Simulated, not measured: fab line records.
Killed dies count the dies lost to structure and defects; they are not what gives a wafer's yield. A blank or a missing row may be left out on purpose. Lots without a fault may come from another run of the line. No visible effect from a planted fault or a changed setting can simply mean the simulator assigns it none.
Chamber matching / flow nand_harc / NHARC_P_STI_ETCH_42 on rie_diel-10: 4 sister chambers
The step etches the open film in N2/H2, target depth 80 nm, overetch 24 nm, time 61 s. 14 wafers are shown with their chamber, then 7 later ones without.

WAFERS WITH THEIR CHAMBER
wafer=L341.3; chamber=2; showerhead_plenum_p_Torr (Torr)=2.20; drypump_motor_current_A (A)=5.55; rf_vpp_V (V)=434.0
wafer=L341.4; chamber=3; showerhead_plenum_p_Torr (Torr)=1.97; drypump_motor_current_A (A)=5.37; rf_vpp_V (V)=428.6
wafer=L341.6; chamber=3; showerhead_plenum_p_Torr (Torr)=1.97; drypump_motor_current_A (A)=5.34; rf_vpp_V (V)=428.3
wafer=L342.1; chamber=2; showerhead_plenum_p_Torr (Torr)=2.20; drypump_motor_current_A (A)=5.59; rf_vpp_V (V)=437.2
wafer=L342.3; chamber=0; showerhead_plenum_p_Torr (Torr)=2.14; drypump_motor_current_A (A)=5.66; rf_vpp_V (V)=433.0
wafer=L342.4; chamber=1; showerhead_plenum_p_Torr (Torr)=2.03; drypump_motor_current_A (A)=5.70; rf_vpp_V (V)=429.4
wafer=L344.3; chamber=3; showerhead_plenum_p_Torr (Torr)=1.97; drypump_motor_current_A (A)=5.34; rf_vpp_V (V)=428.7
wafer=L344.5; chamber=1; showerhead_plenum_p_Torr (Torr)=2.03; drypump_motor_current_A (A)=5.71; rf_vpp_V (V)=429.7
wafer=L344.6; chamber=2; showerhead_plenum_p_Torr (Torr)=2.20; drypump_motor_current_A (A)=5.53; rf_vpp_V (V)=435.0
wafer=L347.1; chamber=2; showerhead_plenum_p_Torr (Torr)=2.20; drypump_motor_current_A (A)=5.54; rf_vpp_V (V)=435.0
wafer=L347.5; chamber=3; showerhead_plenum_p_Torr (Torr)=1.97; drypump_motor_current_A (A)=5.33; rf_vpp_V (V)=429.0
wafer=L347.6; chamber=0; showerhead_plenum_p_Torr (Torr)=2.14; drypump_motor_current_A (A)=5.62; rf_vpp_V (V)=433.6
wafer=L350.3; chamber=1; showerhead_plenum_p_Torr (Torr)=2.03; drypump_motor_current_A (A)=5.69; rf_vpp_V (V)=430.7
wafer=L350.4; chamber=2; showerhead_plenum_p_Torr (Torr)=2.19; drypump_motor_current_A (A)=5.57; rf_vpp_V (V)=434.1

SIGNATURES (averages over the wafers above)
reading=showerhead_plenum_p_Torr; chamber 0=2.1400; chamber 1=2.0300; chamber 2=2.1980; chamber 3=1.9700; scatter within a chamber=0.00283
reading=drypump_motor_current_A; chamber 0=5.6400; chamber 1=5.7000; chamber 2=5.5560; chamber 3=5.3450; scatter within a chamber=0.0205
reading=rf_vpp_V; chamber 0=433.300; chamber 1=429.933; chamber 2=435.060; chamber 3=428.650; scatter within a chamber=0.894
Rule: distance of a wafer from a chamber = root of the sum over the readings of ((wafer's reading minus chamber's mean) / reading's scatter) squared. The wafer belongs to the nearest chamber; if the next one is less than 2 further off, it can't be placed. The scatter is the square root of a quotient: the sum, over the shown wafers, of each reading's squared deviation from its chamber's mean, divided by wafers minus chambers.

WAFERS WITH NO CHAMBER GIVEN
wafer=L350.6; showerhead_plenum_p_Torr (Torr)=2.14; drypump_motor_current_A (A)=5.63; rf_vpp_V (V)=432.1
wafer=L358.4; showerhead_plenum_p_Torr (Torr)=1.97; drypump_motor_current_A (A)=5.32; rf_vpp_V (V)=427.1
wafer=L358.5; showerhead_plenum_p_Torr (Torr)=2.14; drypump_motor_current_A (A)=5.62; rf_vpp_V (V)=435.0
wafer=L358.6; showerhead_plenum_p_Torr (Torr)=2.19; drypump_motor_current_A (A)=5.53; rf_vpp_V (V)=435.2
wafer=L360.1; showerhead_plenum_p_Torr (Torr)=2.19; drypump_motor_current_A (A)=5.55; rf_vpp_V (V)=434.4
wafer=L360.3; showerhead_plenum_p_Torr (Torr)=2.14; drypump_motor_current_A (A)=5.64; rf_vpp_V (V)=432.0
wafer=L360.5; showerhead_plenum_p_Torr (Torr)=2.14; drypump_motor_current_A (A)=5.68; rf_vpp_V (V)=435.4

WHICH CHAMBER EACH ONE RAN IN
wafer=L350.6; from the rows above=0; in truth=0
wafer=L358.4; from the rows above=3; in truth=3
wafer=L358.5; from the rows above=0; in truth=0
wafer=L358.6; from the rows above=2; in truth=2
wafer=L360.1; from the rows above=2; in truth=2
wafer=L360.3; from the rows above=0; in truth=0
wafer=L360.5; from the rows above=0; in truth=0
7 of 7 placed correctly. Not placeable from these rows: 0. 0 placed wrongly.
